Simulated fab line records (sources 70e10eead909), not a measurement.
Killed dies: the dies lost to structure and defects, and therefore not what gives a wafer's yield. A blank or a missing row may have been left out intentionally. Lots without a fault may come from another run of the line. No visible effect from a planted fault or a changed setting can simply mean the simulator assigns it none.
A lot that was struck, set against a sound lot | flow nand harc | 15 out of 1159 route steps
Sound: these wafers, L586.1, L586.4, L586.5. Struck: wafers L579.3, L579.5, L579.6. At the end, the cause is stated.
Each step with rows lists, per side, the tool, then ch with its chambers, then its first start. Under that, the readings that differ: sound wafers | struck wafers | difference of the means | sigmas: that difference in standard deviations of wafers without a fault.
alike: readings with means less than 2 such deviations apart, plus words and numbers identical on both sides. not compared: withheld readings, readings lacking a value on some wafer, bounds such as >300 that could conceal the same value, and numbers that have no deviation in the record and whose values overlap.
Wherever a step has rows on one side only, a row that says differs or no value, or a row with sigmas, the two part there. Numbers that don't overlap but have no deviation are shown without sigmas and don't part them. Lack of a reading on every wafer of one side parts them only where that side has two or more wafers.

first, 3 steps without rows for these wafers: NHARC_A_CONTACT_DESCUM_13 (chemistry O2, time 3 s); NHARC_A_CONTACT_ETCH_88 (etches the open film in CF4, target depth 39 nm, time 65 s); NHARC_A_CONTACT_ETCH_89 (etches the open film in N2/H2, target depth 260 nm, time 475.3 s).
NHARC_A_CONTACT_ETCH_30: etches the open film in CF4/CHF3, target depth 60.5 nm, time 30.2 s.
  sound on rie diel-08 ch 0,1,2; struck on rie diel-07 ch 0,2,3
  reading                     | sound       | struck      | difference | sigmas
  drypump motor current A (A) | 6.4 5.9 6.3 | 5.0 4.8 5.8 | -1.0       | -2
  alike: bias w, cf4 flow sccm, oes product au, rf vpp V, showerhead plenum p Torr, throttle valve pct
  not compared: rf hours counter h
then, 1 step without rows for these wafers: NHARC_A_CONTACT_ETCH_31 (etches the open film in O2/COS, target depth 2000 nm, time 520 s).
NHARC_A_CONTACT_ETCH_134: etches the open film in C4F8/O2/Ar, time 140 s, target depth 700 nm.
  sound on har cap etch-01 ch 0,1, day 21 12:07; struck on har cap etch-01 ch 0,1, day 20 04:32
  alike: chamber pressure mTorr, oes air line au
  not compared: rf hours counter h
NHARC_A_CONTACT_ETCH_135: etches the open film in C4F8/O2/Ar, time 132 s, target depth 1287 nm.
  sound on har cap etch-01 ch 0,1, day 21 12:19; struck on har cap etch-01 ch 0,1, day 20 04:42
  alike: chamber pressure mTorr, oes air line au
  not compared: rf hours counter h
then, 2 steps without rows for these wafers: NHARC_A_CONTACT_ETCH_136 (etches the open film in C4F8/O2/Ar, time 132 s, target depth 1287 nm); NHARC_A_CONTACT_ETCH_137 (etches the open film in C4F8/O2/Ar, time 132 s, target depth 1287 nm).
NHARC_A_CONTACT_ETCH_138: etches the open film in C4F8/O2/Ar, time 132 s, target depth 1289 nm.
  sound on har cap etch-01 ch 0,1, day 21 12:41; struck on har cap etch-01 ch 0,1, day 20 05:04
  alike: chamber pressure mTorr, oes air line au
  not compared: rf hours counter h
then, 1 step without rows for these wafers: NHARC_A_CONTACT_ETCH_139 (etches the open film in C4F8/O2/Ar, time 137 s, target depth 590 nm).
NHARC_A_CONTACT_ETCH_92: etches the open film in CH3F/O2, target depth 40 nm, time 85.7 s.
  sound on rie diel-09 ch 1,3, day 21 13:12; struck on rie diel-08 ch 1,2, day 20 05:32
  alike: bias w, ch3f flow sccm, drypump motor current A, oes product au, rf vpp V, showerhead plenum p Torr, throttle valve pct
  not compared: rf hours counter h
NHARC_A_CONTACT_ETCH_98: etches the open film in C4F6/O2, target depth 20 nm, time 10 s.
  sound on rie diel-09 ch 1,3, day 21 13:19; struck on rie diel-08 ch 1,2,3, day 20 05:40
  no value came back on the struck wafers for any of 7 readings (bias w (W), c4f6 flow sccm (sccm) and others); on the sound wafers bias w (W) reads 499.7 499.3 500.7
  not compared: rf hours counter h
NHARC_A_CONTACT_CD_MEAS_15:
  sound: cd sem-01 at day 21 13:24; struck: cd sem-03 at day 20 05:45
  reading    | sound          | struck         | difference | sigmas
  cd nm (nm) | 90.0 90.5 90.7 | 89.2 89.2 89.5 | -1.1       | -2
-- jump in the record: it breaks off in module A_CONTACT and resumes in module END (first step shown: number 1159 of the route), and 2 days separate the struck wafers' starts before and after --
NHARC_END_SORT_01:
  only the struck wafers appear in the record here, on prober-02 ch 0 at day 22 15:03; the sound ones have no rows

## WHERE THEY PART
At NHARC_A_CONTACT_ETCH_30 first; at NHARC_END_SORT_01 last (within this record only).

WHY: what had been put in by the simulator
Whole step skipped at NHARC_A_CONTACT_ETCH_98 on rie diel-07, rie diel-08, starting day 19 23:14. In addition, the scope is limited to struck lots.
